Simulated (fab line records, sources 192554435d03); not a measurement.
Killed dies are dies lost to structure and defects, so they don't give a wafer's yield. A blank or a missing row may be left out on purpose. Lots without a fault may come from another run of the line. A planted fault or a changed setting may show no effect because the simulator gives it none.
Which tool did it? | flow n5_finfet | 11 lots, 33 wafers sampled, at 5 steps of a route of 1938

WHAT THE GAUGES READ, wafer by wafer
N5_BEOL_M2_CD_MEAS_35: target cd 18 nm, target cd y 22.2 nm.
lot  | measured     | on        | cd_nm (nm)
L075 | day 7 02:11  | cd_sem-03 | 18.3 18.4 18.1
L078 | day 7 07:10  | cd_sem-02 | 18.7 18.6 17.8
L080 | day 8 13:50  | cd_sem-02 | 17.2 17.7 17.5
L082 | day 9 02:44  | cd_sem-02 | 17.6 17.9 18.0
L083 | day 9 03:13  | cd_sem-03 | 17.7 18.1 17.9
L086 | day 9 09:40  | cd_sem-01 | 17.7 17.7 18.2
L088 | day 10 20:59 | cd_sem-01 | 18.1 18.2 17.6
L090 | day 11 02:29 | cd_sem-03 | 18.0 17.5 18.0
L092 | day 11 11:19 | cd_sem-01 | 18.3 18.1 17.5
L095 | day 11 23:11 | cd_sem-03 | 17.8 18.5 17.7
L097 | day 12 17:47 | cd_sem-01 | 18.0 17.2 17.7

WHICH TOOL RAN EACH LOT (tool, then ch and the chambers of the sampled wafers, then the start)
lot  | N5_BEOL_M2_STRIP_19                | N5_BEOL_M2_DESCUM_33               | N5_BEOL_M2_STRIP_36                | N5_BEOL_M2_TRENCH_ETCH_37
L075 | rie_diel-06 ch 0,1,3, day 6 20:24  | rie_diel-02 ch 0,1, day 6 21:02    | rie_diel-02 ch 0,2,3, day 7 01:50  | rie_diel-02 ch 0,2,3, day 7 02:11 or earlier
L078 | rie_diel-06 ch 0,1,2, day 7 04:17  | rie_diel-02 ch 0,2,3, day 7 04:55  | rie_diel-02 ch 0,3, day 7 06:49    | rie_diel-02 ch 0,3, day 7 07:10 or earlier
L080 | rie_diel-06 ch 1,2, day 8 10:16    | rie_diel-05 ch 2,3, day 8 10:58    | rie_diel-06 ch 0,1, day 8 13:29    | rie_diel-06 ch 0,1, day 8 13:50 or earlier
L082 | rie_diel-06 ch 1,2,3, day 8 15:37  | rie_diel-02 ch 1,3, day 8 16:16    | rie_diel-05 ch 1,3, day 9 02:23    | rie_diel-05 ch 1,3, day 9 02:44 or earlier
L083 | rie_diel-02 ch 0,3, day 8 23:37    | rie_diel-02 ch 0,2,3, day 9 00:20  | rie_diel-02 ch 0,2, day 9 02:52    | rie_diel-02 ch 0,2, day 9 03:13 or earlier
L086 | rie_diel-05 ch 0,2,3, day 9 08:19  | rie_diel-06 ch 0,2,3, day 9 08:52  | rie_diel-05 ch 0,1,3, day 9 09:19  | rie_diel-05 ch 0,1,3, day 9 09:40 or earlier
L088 | rie_diel-02 ch 0,3, day 10 08:56   | rie_diel-05 ch 1,2, day 10 09:35   | rie_diel-06 ch 2,3, day 10 20:38   | rie_diel-06 ch 2,3, day 10 20:59 or earlier
L090 | rie_diel-06 ch 0,3, day 10 14:20   | rie_diel-05 ch 0,1,3, day 10 14:55 | rie_diel-02 ch 1,2, day 11 02:08   | rie_diel-02 ch 1,2, day 11 02:29 or earlier
L092 | rie_diel-06 ch 0,2,3, day 11 09:20 | rie_diel-05 ch 2,3, day 11 09:52   | rie_diel-02 ch 0,3, day 11 10:58   | rie_diel-02 ch 0,3, day 11 11:19 or earlier
L095 | rie_diel-05 ch 0,1,2, day 11 21:46 | rie_diel-02 ch 0,1, day 11 22:22   | rie_diel-06 ch 1,2,3, day 11 22:50 | rie_diel-06 ch 1,2,3, day 11 23:11 or earlier
L097 | rie_diel-06 ch 1,2,3, day 12 13:35 | rie_diel-06 ch 1,2,3, day 12 14:05 | rie_diel-02 ch 0,1,2, day 12 17:26 | rie_diel-02 ch 0,1,2, day 12 17:47 or earlier
- N5_BEOL_M2_STRIP_19: strips in O2.
- N5_BEOL_M2_DESCUM_33: chemistry O2, time 7 s.
- N5_BEOL_M2_STRIP_36: strips in N2/H2.
- N5_BEOL_M2_TRENCH_ETCH_37: etches SiOC in C4F6/O2, target depth 55.555 nm, time 29.2 s.

THE ANSWER, worked out from the rows above alone
Rule: what is usual is taken from the lots themselves. Put in order of their means at a reading, lots are off if they are a third of the lots or fewer, leave a main group of 4 or more, and stand apart from it by a gap of 3 or more times the standard deviation of the main group's means; of several such gaps the widest counts. A main group whose means are all the same, to the digits that the tables above print for the reading, isn't used. A lot without any number at a reading at which 4 lots or more have one is off too. The other lots that the step has rows for count as sound.
No lot is off at any reading shown: from this, nothing can be told.

WHAT THE SIMULATOR HAD PUT IN
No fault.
